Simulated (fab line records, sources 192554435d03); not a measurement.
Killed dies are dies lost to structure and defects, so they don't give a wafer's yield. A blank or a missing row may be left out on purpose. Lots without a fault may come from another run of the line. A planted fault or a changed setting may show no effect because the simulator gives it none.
A struck lot beside a sound one | flow n5_finfet | 39 steps out of a route of 1938
Sound: wafers L553.1, L553.5, L553.6. Struck: wafer L555.2. The cause comes at the end.
At each step with rows: each side's tool, then ch and its chambers, then its first start. Under that, the readings that differ: sound wafers | struck wafers | difference of the means | sigmas: that difference in standard deviations of wafers without a fault.
alike: readings whose means differ by less than 2 such deviations, and words and numbers that are the same on both sides. not compared: withheld readings, readings that some wafer has no value for, bounds like >300 that may hide the same value, and numbers for which the record gives no deviation and whose values overlap.
The two part at a step that has a row with sigmas, a row that says differs or no value, or rows on one side only. Numbers that don't overlap but have no deviation are shown without sigmas and don't part them. A reading that every wafer of one side lacks parts them only if that side has two wafers or more.

first, 11 steps without rows for these wafers: N5_BEOL_M0_SAQP_DESCUM_19 (chemistry O2, time 7.9 s); N5_BEOL_M0_SAQP_ETCH_83 (etches SiARC in CF4, target depth 39 nm, time 65 s); N5_BEOL_M0_SAQP_ETCH_84 (etches SOC in N2/H2, target depth 100 nm, overetch 20 nm, time 150 s); N5_BEOL_M0_SAQP_STRIP_80 (strips in N2/H2); N5_BEOL_M0_SAQP_HM_OPEN_112 (chemistry CHF3/O2, target SiO2, stops on a-Si, target depth 12 nm, time 13.5 s); N5_BEOL_M0_SAQP_STRIP_113 (strips in CHF3/O2); N5_BEOL_M0_SAQP_MANDREL_ETCH_20 (etches a-Si in HBr/Cl2, stops on SiNx, target depth 60 nm, bt time 10 s, time 30 s); N5_BEOL_M0_SAQP_STRIP_86 (strips in N2/H2); N5_BEOL_M0_SAQP_STRIP_115 (strips in post etch residue remover, time 60 s); N5_BEOL_M0_SAQP_SRD_93 (time 30 s); N5_BEOL_M0_SAQP_RECESS_114 (chemistry HF/NH3, target SiO2, target depth 14.4 nm, afs cycles 3, sublimation time 60 s).
N5_BEOL_M0_SAQP_SPACER1_ALD_98: deposits SiO2, target thk 12.8 nm, pulse time 1 s, purge time 2 s.
  sound on ald_sin-02 ch 0,2,3, day 6 08:07; struck on ald_sin-02 ch 3, day 6 16:14
  reading                                               | sound                | struck | difference | sigmas
  susceptor_temp_C (C)                                  | 300.17 299.81 300.32 | 282.60 | -17.50     | -92
  model.SiO2_of_BEOL_M0_SAQP_SPACER1_ALD_98.thk_nm (nm) | 12.8 12.8 12.8       | 13.6   | +0.8       |
  alike: chamber_pressure_Torr, heater_power_w, precursor_pulse_height_rel
then, 1 step without rows for these wafers: N5_BEOL_M0_SAQP_SPACER1_ETCHBACK_99 (etches SiO2 in CHF3/O2, target depth 15.4 nm, time 7.7 s).
N5_BEOL_M0_SAQP_MANDREL1_REMOVE_100: chemistry HBr/Cl2/O2, target a-Si, stops on SiNx, bt time 10 s.
  sound on rie_si-02 ch 1,2,3, day 6 08:40; struck on rie_si-04 ch 1, day 6 16:52
  reading                                               | sound          | struck | difference | sigmas
  model.SiO2_of_BEOL_M0_SAQP_SPACER1_ALD_98.thk_nm (nm) | 7.4 7.4 7.4    | 8.2    | +0.8       |
  model.BEOL_M0_SAQP.cd_nm (nm)                         | 12.8 12.8 12.8 | 13.6   | +0.8       |
  alike: drypump_motor_current_A, oes_product_au, throttle_valve_pct
  not compared: rf_hours_counter_h
N5_BEOL_M0_SAQP_CD_MEAS_25: target cd 13.1 nm.
  sound on cd_sem-03 ch 0, day 6 08:47; struck on cd_sem-03 ch 0, day 6 16:59
  reading    | sound             | struck | difference | sigmas
  cd_nm (nm) | 13.09 12.61 12.75 | 13.85  | +1.03      | +5
then, 22 steps without rows for these wafers: N5_BEOL_M0_SAQP_ETCH_101 (etches SiNx in CH3F/O2, target depth 29.9 nm, time 42.7 s); N5_BEOL_M0_SAQP_ETCH_102 (etches SiO2 in CF4, target depth 4 nm, time 4.4 s); N5_BEOL_M0_SAQP_MANDREL_ETCH_103 (etches a-Si in HBr/Cl2, stops on SiCN, target depth 45 nm, bt time 10 s, time 27 s); N5_BEOL_M0_SAQP_RECESS_104 (chemistry HF/NH3, target SiO2, target depth 18 nm, afs cycles 3, sublimation time 60 s); N5_BEOL_M0_SAQP_COAT_105 (time 60 s, resist thk 100 nm); N5_BEOL_M0_SAQP_ETCH_106 (etches SOC in N2/H2, stops on SiNx, target depth 150 nm); N5_BEOL_M0_SAQP_ETCH_107 (etches SiNx in CH3F/O2, target depth 30 nm); N5_BEOL_M0_SAQP_STRIP_108 (strips in N2/H2); N5_BEOL_M0_SAQP_RECESS_109 (chemistry HF/NH3, target SiO2, target depth 3 nm, afs cycles 1, sublimation time 60 s); N5_BEOL_M0_SAQP_SPACER2_ALD_26 (deposits SiO2, target thk 15 nm, pulse time 1 s, purge time 2 s); N5_BEOL_M0_SAQP_SPACER2_ETCHBACK_27 (etches SiO2 in CHF3/O2, target depth 22.5 nm, time 11.25 s); N5_BEOL_M0_SAQP_MANDREL2_REMOVE_110 (chemistry HBr/Cl2/O2, target a-Si, stops on SiCN, bt time 10 s); N5_BEOL_M0_SAQP_COAT_69 (time 60 s, resist thk 90 nm); N5_BEOL_M0_SAQP_COAT_72 (time 60 s, resist thk 15 nm); N5_BEOL_M0_SAQP_COAT_87 (time 60 s, resist thk 5 nm); N5_BEOL_M0_SAQP_COAT_34 (resist thk 30 nm); N5_BEOL_M0_SAQP_EBR_36; N5_BEOL_M0_SAQP_SOFTBAKE_35 (time 60 s); N5_BEOL_M0_SAQP_EXPOSE_37 (exposes mask M0 CUT1, target cd 30 nm); N5_BEOL_M0_SAQP_PEB_38 (peb time 60 s); N5_BEOL_M0_SAQP_DEVELOP_39 (develop time 30 s); N5_BEOL_M0_SAQP_DESCUM_45 (chemistry O2, time 7 s).
-- the record jumps here: 3 days lie between the struck wafers' starts before and after (it left off in module BEOL_M0_SAQP and takes up again in module BEOL_M4, whose first step shown is number 1111 of the route) --
N5_BEOL_M4_RC_MEAS_101:
  sound on prober-01 ch 0, day 8 20:40; struck on prober-02 ch 0, day 9 21:22
  reading           | sound             | struck | difference | sigmas
  CJ_N              | 4.38 4.35 4.24    | 4.99   | +0.67      | +7
  CJ_P              | 5.89 5.92 5.60    | 3.71   | -2.09      | -16
  DIBL_P (mV/V)     | 34.5 35.2 33.5    | 38.3   | +3.9       | +3
  IOFF_P (nA/um)    | 0.176 0.195 0.160 | 0.234  | +0.057     | +2
  ION_N (uA/um)     | 678 674 666       | 649    | -24        | -3
  RS_PWELL (ohm/sq) | 3004 2959 2958    | 3172   | +198       | +8
  SS_N (mV/dec)     | 72.1 71.7 71.3    | 70.6   | -1.1       | -2
  alike: DIBL_N, IOFF_N, ION_P, SS_P, VT_N, VT_P
-- the record jumps here: 5 days lie between the struck wafers' starts before and after (it left off in module BEOL_M4 and takes up again in module PASSIVATION, whose first step shown is number 1936 of the route) --
N5_PASSIVATION_PROBE_49:
  the record has rows for the struck wafers here (prober-01, day 14 11:27) and none for the sound ones

WHERE THEY PART
First at N5_BEOL_M0_SAQP_SPACER1_ALD_98; last, within this record, at N5_PASSIVATION_PROBE_49.

WHY: what the simulator had put in
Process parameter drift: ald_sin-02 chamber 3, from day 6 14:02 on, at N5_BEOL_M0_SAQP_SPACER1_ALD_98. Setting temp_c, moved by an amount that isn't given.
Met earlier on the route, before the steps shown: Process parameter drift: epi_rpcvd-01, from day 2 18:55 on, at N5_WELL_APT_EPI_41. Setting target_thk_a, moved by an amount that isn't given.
